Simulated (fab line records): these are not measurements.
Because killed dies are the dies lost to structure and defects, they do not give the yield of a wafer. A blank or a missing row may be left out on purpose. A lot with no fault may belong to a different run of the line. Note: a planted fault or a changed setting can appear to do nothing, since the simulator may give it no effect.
Comparing a struck lot with a sound one + flow n5_finfet + 16 steps out of a route of 1938
Sound: the wafers L640.1, L640.2, L640.5. The struck wafers were L636.3, L636.4, L636.6. The cause comes at the end.
Each step with rows lists, per side, the tool, then ch with its chambers, then its first start. Under that, the readings that differ: sound wafers + struck wafers + difference of the means + sigmas: that difference in standard deviations of wafers without a fault.
alike: readings with means less than 2 such deviations apart, plus words and numbers identical on both sides. not compared: withheld readings, readings lacking a value on some wafer, bounds such as >300 that could conceal the same value, and numbers that have no deviation in the record and whose values overlap.
The two part at a step that has a row with sigmas, a row that says differs or no value, or rows on one side only. When numbers do not overlap yet have no deviation, they are printed without sigmas and do not part them. A reading missing from all wafers of one side parts the sides only when that side holds two or more wafers.

first, 9 steps without rows for these wafers: N5_MOL_CONTACT_COAG_DEVELOP_07 (develop time 30 s); N5_MOL_CONTACT_COAG_DESCUM_13 (chemistry O2, time 7 s); N5_MOL_CONTACT_COAG_ETCH_59 (etches underlayer in N2/H2, target depth 13 nm, time 10.4 s); N5_MOL_CONTACT_COAG_ETCH_105 (etches SiARC in CF4, target depth 15.6 nm, time 26 s); N5_MOL_CONTACT_COAG_ETCH_106 (etches SOC in N2/H2, target depth 80 nm, overetch 16 nm, time 120 s); N5_MOL_CONTACT_COAG_STRIP_107 (strips in N2/H2); N5_MOL_CONTACT_COAG_STRIP_108 (strips in N2/H2); N5_MOL_CONTACT_COAG_CONTACT_ETCH_14 (etches SiO2 in C4F6/O2, target depth 27.5 nm, overetch 8.5 nm, time 20 s); N5_MOL_CONTACT_COAG_STRIP_109 (strips in C4F6/O2).
N5_MOL_CONTACT_COAG_ETCH_15: etches SiNx in CH3F/O2, stops on Si:P, target depth 7 nm.
  sound on rie_diel-02 ch 1,2,3, day 10 05:53; struck on rie_diel-04 ch 0,2,3, day 9 05:41
  no value came back on the struck wafers for any of 7 readings (CH3F_flow_sccm (sccm), O2_flow_sccm (sccm) and others); on the sound wafers CH3F_flow_sccm (sccm) reads 30.09 29.94 29.91
| reading                                            | sound          | struck         | difference | sigmas |
|----------------------------------------------------|----------------|----------------|------------|--------|
| model.SOC_of_MOL_CONTACT_COAG_COAT_103.thk_nm (nm) | 75.4 75.6 75.2 | 78.8 78.6 78.8 | +3.3       |        |
  not compared: rf_hours_counter_h
N5_MOL_CONTACT_COAG_ETCH_110: etches Si in CF4/O2, target depth 2.5 nm, time 8 s.
  sound on rie_diel-02 ch 1,2,3, day 10 05:56; struck on rie_diel-04 ch 0,2,3, day 9 05:45
| reading                                            | sound        | struck       | difference | sigmas |
|----------------------------------------------------|--------------|--------------|------------|--------|
| model.SOC_of_MOL_CONTACT_COAG_COAT_103.thk_nm (nm) | 74 74.2 73.8 | 77.2 77 77.2 | +3.1       |        |
  alike: O2_flow_sccm, bias_w, drypump_motor_current_A, oes_product_au, rf_vpp_V, showerhead_plenum_p_Torr, throttle_valve_pct
  not compared: rf_hours_counter_h
then, 1 step without rows for these wafers: N5_MOL_CONTACT_COAG_STRIP_98 (strips in N2/H2).
N5_MOL_CONTACT_COAG_CD_MEAS_99 targets a cd of 17.2 nm.
  sound: cd_sem-01 at day 10 06:04; struck: cd_sem-03 at day 9 05:52
| reading    | sound             | struck | difference                    | sigmas |
|------------|-------------------|--------|-------------------------------|--------|
| cd_nm (nm) | 17.43 17.50 17.09 | - - -  | no value on the struck wafers |        |
next, for these wafers, 1 step has no rows: N5_MOL_CONTACT_COAG_IMPLANT_129.
N5_BEOL_M4_RC_MEAS_101:
  the record has rows for the sound wafers here (prober-01 ch 0, day 17 16:49) and none for the struck ones
-- here the record skips 13 days between the struck wafers' starts before and after, leaving off in module BEOL_M4 and picking up in module PASSIVATION (first step shown: number 1936 of the route) --
N5_PASSIVATION_PROBE_49:
  record: rows for the struck wafers here (prober-01, day 21 18:35), none for the sound ones

WHERE THEY PART
At N5_MOL_CONTACT_COAG_ETCH_15 first; at N5_PASSIVATION_PROBE_49 last (within this record only).

WHY: what the simulator had put in
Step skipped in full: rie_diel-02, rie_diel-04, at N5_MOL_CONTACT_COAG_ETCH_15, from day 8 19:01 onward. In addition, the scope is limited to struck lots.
